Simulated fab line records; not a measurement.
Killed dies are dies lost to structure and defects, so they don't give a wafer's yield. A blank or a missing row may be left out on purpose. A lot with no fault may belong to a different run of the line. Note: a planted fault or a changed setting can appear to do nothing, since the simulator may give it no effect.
Matching of chambers :: flow nand_harc :: 4 sister chambers for NHARC_P_GATE_DESCUM_31 on rie_diel-07
The step chemistry O2, time 3 s. 22 wafers are shown with their chamber, then 11 later ones without.

== WAFERS PAIRED WITH THEIR CHAMBERS ==
wafer: L074.2
chamber: 1
showerhead_plenum_p_Torr (Torr): 1.89
drypump_motor_current_A (A): 5.1
oes_product_au (a.u.): 0.999

wafer: L074.3
chamber: 3
showerhead_plenum_p_Torr (Torr): 1.88
drypump_motor_current_A (A): 6.5
oes_product_au (a.u.): 1.003

wafer: L074.4
chamber: 0
showerhead_plenum_p_Torr (Torr): 1.90
drypump_motor_current_A (A): 6.8
oes_product_au (a.u.): 0.988

wafer: L074.1
chamber: 2
showerhead_plenum_p_Torr (Torr): 2.05
drypump_motor_current_A (A): 6.0
oes_product_au (a.u.): 0.995

wafer: L074.5
chamber: 1
showerhead_plenum_p_Torr (Torr): 1.89
drypump_motor_current_A (A): 5.1
oes_product_au (a.u.): 0.999

wafer: L074.6
chamber: 0
showerhead_plenum_p_Torr (Torr): 1.90
drypump_motor_current_A (A): 6.7
oes_product_au (a.u.): 0.982

wafer: L084.1
chamber: 3
showerhead_plenum_p_Torr (Torr): 1.88
drypump_motor_current_A (A): 6.5
oes_product_au (a.u.): 0.995

wafer: L084.2
chamber: 1
showerhead_plenum_p_Torr (Torr): 1.89
drypump_motor_current_A (A): 5.1
oes_product_au (a.u.): 1.001

wafer: L084.4
chamber: 0
showerhead_plenum_p_Torr (Torr): 1.90
drypump_motor_current_A (A): 6.7
oes_product_au (a.u.): 0.992

wafer: L084.3
chamber: 2
showerhead_plenum_p_Torr (Torr): 2.05
drypump_motor_current_A (A): 6.0
oes_product_au (a.u.): 1.010

wafer: L084.5
chamber: 3
showerhead_plenum_p_Torr (Torr): 1.88
drypump_motor_current_A (A): 6.5
oes_product_au (a.u.): 1.004

wafer: L084.6
chamber: 0
showerhead_plenum_p_Torr (Torr): 1.90
drypump_motor_current_A (A): 6.7
oes_product_au (a.u.): 0.980

wafer: L087.3
chamber: 3
showerhead_plenum_p_Torr (Torr): 1.88
drypump_motor_current_A (A): 6.5
oes_product_au (a.u.): 1.006

wafer: L087.5
chamber: 0
showerhead_plenum_p_Torr (Torr): 1.90
drypump_motor_current_A (A): 6.7
oes_product_au (a.u.): 0.988

wafer: L087.6
chamber: 1
showerhead_plenum_p_Torr (Torr): 1.89
drypump_motor_current_A (A): 5.1
oes_product_au (a.u.): 0.996

wafer: L089.1
chamber: 3
showerhead_plenum_p_Torr (Torr): 1.88
drypump_motor_current_A (A): 6.5
oes_product_au (a.u.): 1.003

wafer: L089.4
chamber: 1
showerhead_plenum_p_Torr (Torr): 1.88
drypump_motor_current_A (A): 5.1
oes_product_au (a.u.): 0.991

wafer: L089.5
chamber: 0
showerhead_plenum_p_Torr (Torr): 1.90
drypump_motor_current_A (A): 6.7
oes_product_au (a.u.): 0.989

wafer: L091.3
chamber: 1
showerhead_plenum_p_Torr (Torr): 1.89
drypump_motor_current_A (A): 5.1
oes_product_au (a.u.): 1.003

wafer: L091.4
chamber: 2
showerhead_plenum_p_Torr (Torr): 2.05
drypump_motor_current_A (A): 6.0
oes_product_au (a.u.): 1.020

wafer: L091.5
chamber: 0
showerhead_plenum_p_Torr (Torr): 1.90
drypump_motor_current_A (A): 6.7
oes_product_au (a.u.): 0.996

wafer: L092.3
chamber: 2
showerhead_plenum_p_Torr (Torr): 2.05
drypump_motor_current_A (A): 6.0
oes_product_au (a.u.): 1.016

SIGNATURES (means of the wafers above)
reading: showerhead_plenum_p_Torr
chamber 0: 1.9000
chamber 1: 1.8883
chamber 2: 2.0500
chamber 3: 1.8800
scatter within a chamber: 0.00215

reading: drypump_motor_current_A
chamber 0: 6.714
chamber 1: 5.100
chamber 2: 6.000
chamber 3: 6.500
scatter within a chamber: 0.0218

reading: oes_product_au
chamber 0: 0.98786
chamber 1: 0.99817
chamber 2: 1.01025
chamber 3: 1.00220
scatter within a chamber: 0.00624
Rule: for a wafer and a chamber, the distance is found by dividing, reading by reading, the gap between the wafer's reading and the chamber's mean by the reading's scatter, squaring, summing and taking the root. The wafer belongs to the nearest chamber; if the next one is less than 2 further off, it can't be placed. How the scatter is found: for the shown wafers, subtract from each reading the mean of its chamber, square and add these, divide the total by (wafers less chambers), then take the root.

== WAFERS MISSING THEIR CHAMBER ==
wafer: L092.4
showerhead_plenum_p_Torr (Torr): 1.88
drypump_motor_current_A (A): 6.5
oes_product_au (a.u.): 1.020

wafer: L092.6
showerhead_plenum_p_Torr (Torr): 1.90
drypump_motor_current_A (A): 6.7
oes_product_au (a.u.): 0.987

wafer: L092.1
showerhead_plenum_p_Torr (Torr): 1.89
drypump_motor_current_A (A): 5.1
oes_product_au (a.u.): 0.992

wafer: L092.2
showerhead_plenum_p_Torr (Torr): 1.90
drypump_motor_current_A (A): 6.7
oes_product_au (a.u.): 0.997

wafer: L092.5
showerhead_plenum_p_Torr (Torr): 1.88
drypump_motor_current_A (A): 6.5
oes_product_au (a.u.): 1.005

wafer: L095.2
showerhead_plenum_p_Torr (Torr): 1.88
drypump_motor_current_A (A): 5.1
oes_product_au (a.u.): 1.001

wafer: L095.4
showerhead_plenum_p_Torr (Torr): 1.88
drypump_motor_current_A (A): 6.5
oes_product_au (a.u.): 1.021

wafer: L095.5
showerhead_plenum_p_Torr (Torr): 2.05
drypump_motor_current_A (A): 6.0
oes_product_au (a.u.): 0.995

wafer: L097.2
showerhead_plenum_p_Torr (Torr): 1.88
drypump_motor_current_A (A): 6.5
oes_product_au (a.u.): 1.008

wafer: L097.3
showerhead_plenum_p_Torr (Torr): 1.90
drypump_motor_current_A (A): 6.7
oes_product_au (a.u.): 1.013

wafer: L097.6
showerhead_plenum_p_Torr (Torr): 1.90
drypump_motor_current_A (A): 6.6
oes_product_au (a.u.): 1.011

== CHAMBER TAKEN BY EACH ==
wafer: L092.4
from the rows above: 3
in truth: 3

wafer: L092.6
from the rows above: 0
in truth: 0

wafer: L092.1
from the rows above: 1
in truth: 1

wafer: L092.2
from the rows above: 0
in truth: 0

wafer: L092.5
from the rows above: 3
in truth: 3

wafer: L095.2
from the rows above: 1
in truth: 1

wafer: L095.4
from the rows above: 3
in truth: 3

wafer: L095.5
from the rows above: 2
in truth: 2

wafer: L097.2
from the rows above: 3
in truth: 3

wafer: L097.3
from the rows above: 0
in truth: 0

wafer: L097.6
from the rows above: 0
in truth: 0
Correctly placed: 11 of 11. From these rows, 0 cannot be placed. Wrongly placed: 0.
